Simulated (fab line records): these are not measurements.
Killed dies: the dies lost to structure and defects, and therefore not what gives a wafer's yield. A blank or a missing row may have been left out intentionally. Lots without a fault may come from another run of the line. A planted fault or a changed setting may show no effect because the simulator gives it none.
Chamber matching :: flow nandHarc :: rieDiel-05 running NHARC_A_STAIRCASE_TRIM_196: 4 sister chambers
The step chemistry O2, time 211.2 s. 8 wafers are shown with their chamber, then 7 later ones without.

EACH WAFER AND ITS CHAMBER
wafer: L075.4
chamber: 3
showerheadPlenumPTorr (Torr): 3.57
throttleValvePct (%): 17.049

wafer: L079.1
chamber: 3
showerheadPlenumPTorr (Torr): 3.57
throttleValvePct (%): 17.037

wafer: L079.3
chamber: 0
showerheadPlenumPTorr (Torr): 3.75
throttleValvePct (%): 17.037

wafer: L083.4
chamber: 2
showerheadPlenumPTorr (Torr): 3.54
throttleValvePct (%): 17.029

wafer: L083.5
chamber: 0
showerheadPlenumPTorr (Torr): 3.74
throttleValvePct (%): 17.051

wafer: L083.6
chamber: 1
showerheadPlenumPTorr (Torr): 3.71
throttleValvePct (%): 17.035

wafer: L091.1
chamber: 2
showerheadPlenumPTorr (Torr): 3.53
throttleValvePct (%): 17.017

wafer: L091.3
chamber: 1
showerheadPlenumPTorr (Torr): 3.70
throttleValvePct (%): 17.043

WAFERS MISSING THEIR CHAMBER
wafer: L091.6
showerheadPlenumPTorr (Torr): 3.70
throttleValvePct (%): 17.034

wafer: L095.1
showerheadPlenumPTorr (Torr): 3.53
throttleValvePct (%): 17.038

wafer: L095.5
showerheadPlenumPTorr (Torr): 3.53
throttleValvePct (%): 17.039

wafer: L095.6
showerheadPlenumPTorr (Torr): 3.55
throttleValvePct (%): 17.038

wafer: L097.3
showerheadPlenumPTorr (Torr): 3.55
throttleValvePct (%): 17.035

wafer: L097.5
showerheadPlenumPTorr (Torr): 3.73
throttleValvePct (%): 17.037

wafer: L097.6
showerheadPlenumPTorr (Torr): 3.69
throttleValvePct (%): 17.048

CHAMBER TAKEN BY EACH
wafer: L091.6
from the rows above: 1
in truth: 1

wafer: L095.1
from the rows above: 2
in truth: 2

wafer: L095.5
from the rows above: 2
in truth: 2

wafer: L095.6
from the rows above: can't be placed: 2 or 3
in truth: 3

wafer: L097.3
from the rows above: can't be placed: 2 or 3
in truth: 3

wafer: L097.5
from the rows above: can't be placed: 0 or 1
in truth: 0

wafer: L097.6
from the rows above: 1
in truth: 1
Placed correctly: 4 of 7. From these rows, 3 cannot be placed; in 3 the true chamber is one of the candidates. Wrongly placed: 0.
How it was worked out, from the rows above alone: a wafer's distance from a chamber is the root of the sum, over the readings, of the square of ((its reading less the chamber's mean) divided by the reading's scatter). If the next closest chamber is less than 2 further off than the closest, the wafer can't be placed; otherwise it belongs to the closest. Each chamber's mean is taken over the wafers shown for it. The scatter: take each reading less its chamber's mean, square it, sum over the shown wafers, divide by the number of wafers less the number of chambers, and take the root.
